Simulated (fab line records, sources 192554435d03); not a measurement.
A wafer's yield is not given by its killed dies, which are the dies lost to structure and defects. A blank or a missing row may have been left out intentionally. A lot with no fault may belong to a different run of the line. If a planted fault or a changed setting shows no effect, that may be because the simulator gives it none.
Chamber matching | flow n5-finfet | N5_BEOL_M4_PECVD_72 on pecvd-04: 3 sister chambers
The step deposits SiO2 from TEOS/O2, target thk 16 nm, time 18 s. 6 wafers are shown with their chamber, then 12 later ones without.

WAFERS PAIRED WITH THEIR CHAMBERS
wafer  | chamber | throttle-valve-pct (%) | showerhead-plenum-p-Torr (Torr)
L086.6 | 2       | 22.2                   | 8.80
L088.5 | 2       | 22.1                   | 8.80
L088.6 | 1       | 22.4                   | 8.81
L091.2 | 0       | 21.0                   | 8.74
L091.4 | 1       | 22.3                   | 8.83
L091.6 | 0       | 21.0                   | 8.75

WAFERS WHOSE CHAMBER IS MISSING
wafer  | throttle-valve-pct (%) | showerhead-plenum-p-Torr (Torr)
L092.1 | 21.2                   | 8.74
L092.2 | 22.3                   | 8.81
L092.3 | 22.2                   | 8.80
L093.2 | 22.3                   | 8.82
L093.4 | 22.5                   | 8.80
L093.5 | 22.2                   | 8.82
L096.2 | 21.0                   | 8.71
L096.4 | 22.2                   | 8.78
L096.5 | 22.5                   | 8.83
L097.3 | 21.1                   | 8.73
L097.4 | 22.6                   | 8.83
L097.5 | 21.2                   | 8.73

WHICH CHAMBER EACH WENT THROUGH
wafer  | from the rows above     | in truth
L092.1 | 0                       | 0
L092.2 | can't be placed: 1 or 2 | 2
L092.3 | 2                       | 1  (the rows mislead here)
L093.2 | 1                       | 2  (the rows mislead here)
L093.4 | 1                       | 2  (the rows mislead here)
L093.5 | can't be placed: 2 or 1 | 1
L096.2 | 0                       | 0
L096.4 | 2                       | 2
L096.5 | 1                       | 1
L097.3 | 0                       | 0
L097.4 | 1                       | 1
L097.5 | 0                       | 0
Placed correctly: 7 of 12. These rows do not allow placing 2 (true chamber among the candidates in 2). Number placed wrongly: 3.
How it was worked out, from the rows above alone: a wafer's distance from a chamber is the root of the sum, over the readings, of the square of ((its reading less the chamber's mean) divided by the reading's scatter). If the next closest chamber is less than 2 further off than the closest, the wafer can't be placed; otherwise it belongs to the closest. The mean given for a chamber averages the wafers shown for that chamber. The scatter is the square root of a quotient: the sum, over the shown wafers, of each reading's squared deviation from its chamber's mean, divided by wafers minus chambers.
